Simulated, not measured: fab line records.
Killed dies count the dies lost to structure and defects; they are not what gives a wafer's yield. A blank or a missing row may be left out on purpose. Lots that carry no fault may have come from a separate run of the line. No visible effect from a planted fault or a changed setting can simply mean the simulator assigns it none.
The tool behind it: which one? / flow nand_harc / 14 lots with 42 wafers sampled at 5 steps, on a route of 1159 steps

WHAT EACH GAUGE READ, for each wafer
NHARC_THIN_TSV_CD_MEAS_33 targets a cd of 5000 nm.
lot=L431; measured=day 18 21:29; on=cd_sem-03; cd_nm (nm)=5004.5 5003.0 5002.4
lot=L430; measured=day 18 22:52; on=cd_sem-01; cd_nm (nm)=4997.1 4999.3 4998.1
lot=L432; measured=day 19 11:01; on=cd_sem-02; cd_nm (nm)=5000.7 4999.8 5000.3
lot=L429; measured=day 19 12:05; on=cd_sem-02; cd_nm (nm)=5001.5 5003.0 5000.4
lot=L433; measured=day 19 13:13; on=cd_sem-02; cd_nm (nm)=5001.3 5000.5 4997.3
lot=L434; measured=day 19 15:29; on=cd_sem-01; cd_nm (nm)=5000.8 5003.9 4998.8
lot=L436; measured=day 20 21:15; on=cd_sem-02; cd_nm (nm)=5003.8 5003.9 4998.8
lot=L437; measured=day 21 04:58; on=cd_sem-02; cd_nm (nm)=5000.2 5000.3 5001.5
lot=L435; measured=day 21 13:05; on=cd_sem-03; cd_nm (nm)=4999.3 4996.5 5000.6
lot=L438; measured=day 21 14:07; on=cd_sem-02; cd_nm (nm)=5001.9 5001.8 5000.7
lot=L442; measured=day 23 00:02; on=cd_sem-01; cd_nm (nm)=5001.5 5000.2 4999.7
lot=L448; measured=day 23 05:02; on=cd_sem-03; cd_nm (nm)=4997.7 5000.6 4998.7
lot=L446; measured=day 23 13:03; on=cd_sem-02; cd_nm (nm)=4998.4 4998.9 4997.3
lot=L451; measured=day 24 09:29; on=cd_sem-01; cd_nm (nm)=4997.0 4997.8 5000.3

NHARC_END_SORT_01.
lot=L431; measured=day 19 07:45; on=prober-02; killed_at_array=21 25 22; killed_at_other=0 0 0; killed_at_periphery=5 9 5; killed_dies=26 34 27; killed_open=0 4 2; killed_short=2 3 2
lot=L430; measured=day 19 09:19; on=prober-01; killed_at_array=13 20 17; killed_at_other=2 1 1; killed_at_periphery=3 5 6; killed_dies=18 26 24; killed_open=3 8 6; killed_short=3 3 1
lot=L432; measured=day 20 03:52; on=prober-02; killed_at_array=7 13 12; killed_at_other=0 0 0; killed_at_periphery=1 5 3; killed_dies=8 18 15; killed_open=0 4 5; killed_short=3 3 3
lot=L429; measured=day 19 20:50; on=prober-02; killed_at_array=28 20 34; killed_at_other=0 0 0; killed_at_periphery=1 1 4; killed_dies=29 21 38; killed_open=2 3 3; killed_short=1 3 0
lot=L433; measured=day 20 12:23; on=prober-02; killed_at_array=28 22 33; killed_at_other=1 2 0; killed_at_periphery=1 2 6; killed_dies=30 26 39; killed_open=4 2 4; killed_short=1 1 2
lot=L434; measured=day 20 19:25; on=prober-02; killed_at_array=24 23 24; killed_at_other=0 1 0; killed_at_periphery=1 1 1; killed_dies=25 25 25; killed_open=4 6 3; killed_short=1 1 1
lot=L436; measured=day 21 07:46; on=prober-02; killed_at_array=19 20 23; killed_at_other=1 0 0; killed_at_periphery=10 3 2; killed_dies=30 23 25; killed_open=4 3 4; killed_short=1 2 2
lot=L437; measured=day 21 13:59; on=prober-02; killed_at_array=26 25 33; killed_at_other=1 1 1; killed_at_periphery=1 4 1; killed_dies=28 30 35; killed_open=3 4 2; killed_short=1 1 4
lot=L435; measured=day 22 05:53; on=prober-02; killed_at_array=91 138 138; killed_at_other=0 0 1; killed_at_periphery=4 9 7; killed_dies=95 147 146; killed_open=2 4 7; killed_short=2 1 1
lot=L438; measured=day 22 00:27; on=prober-02; killed_at_array=28 24 24; killed_at_other=0 1 1; killed_at_periphery=1 2 4; killed_dies=29 27 29; killed_open=2 1 4; killed_short=1 2 5
lot=L442; measured=day 24 21:59; on=prober-02; killed_at_array=125 99 95; killed_at_other=1 2 2; killed_at_periphery=6 5 5; killed_dies=132 106 102; killed_open=8 1 2; killed_short=5 4 5
lot=L448; measured=day 25 04:08; on=prober-02; killed_at_array=40 54 44; killed_at_other=2 0 0; killed_at_periphery=3 4 4; killed_dies=45 58 48; killed_open=5 5 0; killed_short=0 2 3
lot=L446; measured=day 25 11:58; on=prober-02; killed_at_array=33 29 20; killed_at_other=1 0 0; killed_at_periphery=4 5 4; killed_dies=38 34 24; killed_open=5 2 2; killed_short=4 3 4
lot=L451; measured=day 26 03:01; on=prober-01; killed_at_array=38 28 40; killed_at_other=1 1 3; killed_at_periphery=1 1 1; killed_dies=40 30 44; killed_open=4 2 0; killed_short=2 2 4

WHAT TOOL EACH LOT RAN ON (gives the tool, then ch and the chambers of the sampled wafers, and finally the start)
lot=L431; NHARC_A_CONTACT_ETCH_139=har_cap_etch-02 ch 0,1, day 17 06:56; NHARC_THIN_TSV_DEP_47=pecvd-03 ch 0,2, day 18 17:28; NHARC_THIN_TSV_STRIP_62=plasma_asher-02 ch 0,1, day 18 18:13
lot=L430; NHARC_A_CONTACT_ETCH_139=har_cap_etch-02 ch 0,1, day 17 08:35; NHARC_THIN_TSV_DEP_47=pecvd-02 ch 0,1, day 18 18:44; NHARC_THIN_TSV_STRIP_62=plasma_asher-01 ch 0,1, day 18 19:35
lot=L432; NHARC_A_CONTACT_ETCH_139=har_cap_etch-02 ch 0,1, day 17 12:59; NHARC_THIN_TSV_DEP_47=pecvd-02 ch 0,1,2, day 19 06:57; NHARC_THIN_TSV_STRIP_62=plasma_asher-01 ch 0,1, day 19 07:43
lot=L429; NHARC_A_CONTACT_ETCH_139=har_cap_etch-01 ch 0,1, day 17 14:08; NHARC_THIN_TSV_DEP_47=pecvd-01 ch 0,1, day 19 07:59; NHARC_THIN_TSV_STRIP_62=plasma_asher-01 ch 0,1, day 19 08:46
lot=L433; NHARC_A_CONTACT_ETCH_139=har_cap_etch-02 ch 0,1, day 17 16:59; NHARC_THIN_TSV_DEP_47=pecvd-02 ch 0,1,2, day 19 09:13; NHARC_THIN_TSV_STRIP_62=plasma_asher-01 ch 0,1, day 19 09:53
lot=L434; NHARC_A_CONTACT_ETCH_139=har_cap_etch-01 ch 0,1, day 17 19:51; NHARC_THIN_TSV_DEP_47=pecvd-03 ch 0,1,2, day 19 11:29; NHARC_THIN_TSV_STRIP_62=plasma_asher-02 ch 0,1, day 19 12:14
lot=L436; NHARC_A_CONTACT_ETCH_139=har_cap_etch-03 ch 0,1, day 19 05:44; NHARC_THIN_TSV_DEP_47=pecvd-03 ch 0,2, day 20 16:42; NHARC_THIN_TSV_STRIP_62=plasma_asher-02 ch 0,1, day 20 17:36
lot=L437; NHARC_A_CONTACT_ETCH_139=har_cap_etch-01 ch 0,1, day 19 10:59; NHARC_THIN_TSV_DEP_47=pecvd-02 ch 0,1,2, day 21 00:59; NHARC_THIN_TSV_STRIP_62=plasma_asher-01 ch 0,1, day 21 01:47
lot=L435; NHARC_A_CONTACT_ETCH_139=har_cap_etch-01 ch 0,1, day 19 16:18; NHARC_THIN_TSV_DEP_47=pecvd-01 ch 0,2, day 21 08:56; NHARC_THIN_TSV_STRIP_62=plasma_asher-01 ch 0,1, day 21 09:47
lot=L438; NHARC_A_CONTACT_ETCH_139=har_cap_etch-03 ch 0,1, day 19 18:55; NHARC_THIN_TSV_DEP_47=pecvd-03 ch 0,1,2, day 21 10:10; NHARC_THIN_TSV_STRIP_62=plasma_asher-02 ch 0,1, day 21 10:52
lot=L442; NHARC_A_CONTACT_ETCH_139=har_cap_etch-01 ch 0,1, day 20 21:49; NHARC_THIN_TSV_DEP_47=pecvd-03 ch 0,1, day 22 19:21; NHARC_THIN_TSV_STRIP_62=plasma_asher-01 ch 0,1, day 22 20:06
lot=L448; NHARC_A_CONTACT_ETCH_139=har_cap_etch-03 ch 0, day 21 06:20; NHARC_THIN_TSV_DEP_47=pecvd-02 ch 0,1, day 23 00:54; NHARC_THIN_TSV_STRIP_62=plasma_asher-02 ch 1, day 23 01:47
lot=L446; NHARC_A_CONTACT_ETCH_139=har_cap_etch-02 ch 0,1, day 21 07:11; NHARC_THIN_TSV_DEP_47=pecvd-02 ch 0,2, day 23 08:50; NHARC_THIN_TSV_STRIP_62=plasma_asher-01 ch 0,1, day 23 09:37
lot=L451; NHARC_A_CONTACT_ETCH_139=har_cap_etch-02 ch 0,1, day 22 14:05; NHARC_THIN_TSV_DEP_47=pecvd-03 ch 0,1,2, day 24 05:20; NHARC_THIN_TSV_STRIP_62=plasma_asher-01 ch 0,1, day 24 06:11
- NHARC_A_CONTACT_ETCH_139: etches the open film in C4F8/O2/Ar, time 137 s, target depth 590 nm.
- NHARC_THIN_TSV_DEP_47: deposits SiO2, target thk 200 nm.
- NHARC_THIN_TSV_STRIP_62: strips in N2/H2, time 20 s.

AS READ BY THE TOOLS THEMSELVES (means over the sampled wafers that have a number; for cases with no such wafer, the mark the record gives instead)
NHARC_THIN_TSV_DEP_47.
lot=L431; tool=pecvd-03; rf_fwd_power_W (W)=894.0; throttle_valve_pct (%)=15.9
lot=L430; tool=pecvd-02; rf_fwd_power_W (W)=895.3; throttle_valve_pct (%)=15.3
lot=L432; tool=pecvd-02; rf_fwd_power_W (W)=898.0; throttle_valve_pct (%)=15.4
lot=L429; tool=pecvd-01; rf_fwd_power_W (W)=897.4; throttle_valve_pct (%)=15.3
lot=L433; tool=pecvd-02; rf_fwd_power_W (W)=897.6; throttle_valve_pct (%)=15.5
lot=L434; tool=pecvd-03; rf_fwd_power_W (W)=896.6; throttle_valve_pct (%)=15.9
lot=L436; tool=pecvd-03; rf_fwd_power_W (W)=894.7; throttle_valve_pct (%)=15.8
lot=L437; tool=pecvd-02; rf_fwd_power_W (W)=897.9; throttle_valve_pct (%)=15.4
lot=L435; tool=pecvd-01; rf_fwd_power_W (W)=900.2; throttle_valve_pct (%)=16.5
lot=L438; tool=pecvd-03; rf_fwd_power_W (W)=900.7; throttle_valve_pct (%)=15.5
lot=L442; tool=pecvd-03; rf_fwd_power_W (W)=897.1; throttle_valve_pct (%)=15.4
lot=L448; tool=pecvd-02; rf_fwd_power_W (W)=897.2; throttle_valve_pct (%)=15.3
lot=L446; tool=pecvd-02; rf_fwd_power_W (W)=894.3; throttle_valve_pct (%)=15.0
lot=L451; tool=pecvd-03; rf_fwd_power_W (W)=899.5; throttle_valve_pct (%)=15.6

NHARC_THIN_TSV_STRIP_62.
lot=L431; tool=plasma_asher-02; drypump_motor_current_A (A)=5.5; heater_power_w (W)=306
lot=L430; tool=plasma_asher-01; drypump_motor_current_A (A)=6.2; heater_power_w (W)=341
lot=L432; tool=plasma_asher-01; drypump_motor_current_A (A)=6.2; heater_power_w (W)=341
lot=L429; tool=plasma_asher-01; drypump_motor_current_A (A)=6.1; heater_power_w (W)=334
lot=L433; tool=plasma_asher-01; drypump_motor_current_A (A)=6.2; heater_power_w (W)=336
lot=L434; tool=plasma_asher-02; drypump_motor_current_A (A)=5.6; heater_power_w (W)=306
lot=L436; tool=plasma_asher-02; drypump_motor_current_A (A)=5.6; heater_power_w (W)=304
lot=L437; tool=plasma_asher-01; drypump_motor_current_A (A)=6.2; heater_power_w (W)=340
lot=L435; tool=plasma_asher-01; drypump_motor_current_A (A)=6.0; heater_power_w (W)=339
lot=L438; tool=plasma_asher-02; drypump_motor_current_A (A)=5.7; heater_power_w (W)=323
lot=L442; tool=plasma_asher-01; drypump_motor_current_A (A)=6.2; heater_power_w (W)=335
lot=L448; tool=plasma_asher-02; drypump_motor_current_A (A)=6.0; heater_power_w (W)=340
lot=L446; tool=plasma_asher-01; drypump_motor_current_A (A)=6.1; heater_power_w (W)=335
lot=L451; tool=plasma_asher-01; drypump_motor_current_A (A)=6.2; heater_power_w (W)=342

THE ANSWER, worked out from the rows above alone
Rule: the usual values come from the lots themselves. The widest of any qualifying gaps counts: lots, ordered by their means at a reading, are off when they make up no more than a third of the lots, leave a main group of 4 or more, and stand apart from it by 3 or more times the standard deviation of that group's means. Not used: any main group whose means are identical at the precision the tables above print for the reading. A lot without any number at a reading at which 4 lots or more have one is off too. The other lots that the step has rows for count as sound. After the gauges, taken in route order, come the tools' own readings; for these a lot's mean is taken, as printed above. The first step at which some lot is off is used, and at that step the reading that is off furthest; a lot without a number counts as furthest.
Off at NHARC_END_SORT_01 (killed_dies): L435, L442. Main group: mean 30, sd 8.4.
If a tool, at a process step before that reading, ran all the lots that are off and no sound lot after the first of them, it fits. Those tools and the gauges at NHARC_END_SORT_01 are tried in the same way. One fits: NHARC_A_CONTACT_ETCH_139 on har_cap_etch-01. A fault onset in the window from L437 (day 19 10:59, its last sound lot) to L435 (day 19 16:18, its first lot off) fits.

WHAT THE SIMULATOR PUT IN
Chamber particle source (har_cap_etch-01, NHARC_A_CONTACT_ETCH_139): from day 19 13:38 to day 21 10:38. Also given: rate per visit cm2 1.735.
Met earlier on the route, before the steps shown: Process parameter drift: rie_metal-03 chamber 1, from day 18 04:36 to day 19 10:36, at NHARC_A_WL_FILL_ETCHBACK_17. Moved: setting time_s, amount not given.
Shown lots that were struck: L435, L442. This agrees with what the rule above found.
